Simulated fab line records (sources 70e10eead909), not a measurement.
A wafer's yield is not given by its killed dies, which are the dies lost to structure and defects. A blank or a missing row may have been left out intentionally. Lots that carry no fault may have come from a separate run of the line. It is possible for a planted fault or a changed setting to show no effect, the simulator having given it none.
Matching of chambers ; flow nand-harc ; NHARC_A_SLIT_DEP_25 on pecvd-04: 3 sister chambers
The step deposits SiO2, target thk 200 nm. 6 wafers are shown with their chamber, then 10 later ones without.

## WAFERS PAIRED WITH THEIR CHAMBERS
wafer;chamber;showerhead-vpp-V (V);throttle-valve-pct (%)
L088.2;2;2011;16.6
L091.3;2;2024;16.8
L091.4;1;1875;16.4
L091.6;0;1896;15.3
L089.3;1;1835;16.3
L089.4;0;1871;15.6

## WAFERS WITH NO CHAMBER GIVEN
wafer;showerhead-vpp-V (V);throttle-valve-pct (%)
L089.6;2004;16.4
L092.1;1884;15.4
L092.4;1876;15.4
L092.5;1821;16.4
L093.4;1894;15.4
L093.5;2018;16.6
L093.6;1818;16.1
L096.4;1882;15.4
L096.5;1852;16.4
L096.6;2020;16.5

## THE CHAMBER EACH PASSED THROUGH
wafer;from the rows above;in truth
L089.6;2;2
L092.1;0;0
L092.4;0;0
L092.5;1;1
L093.4;0;0
L093.5;2;2
L093.6;1;1
L096.4;0;0
L096.5;1;1
L096.6;2;2
Placed correctly: 10 of 10. From these rows, 0 cannot be placed. Placed wrongly: 0.
How it was worked out, from the rows above alone: a wafer's distance from a chamber is the root of the sum, over the readings, of the square of ((its reading less the chamber's mean) divided by the reading's scatter). If the next closest chamber is less than 2 further off than the closest, the wafer can't be placed; otherwise it belongs to the closest. The mean given for a chamber averages the wafers shown for that chamber. How the scatter is found: for the shown wafers, subtract from each reading the mean of its chamber, square and add these, divide the total by (wafers less chambers), then take the root.
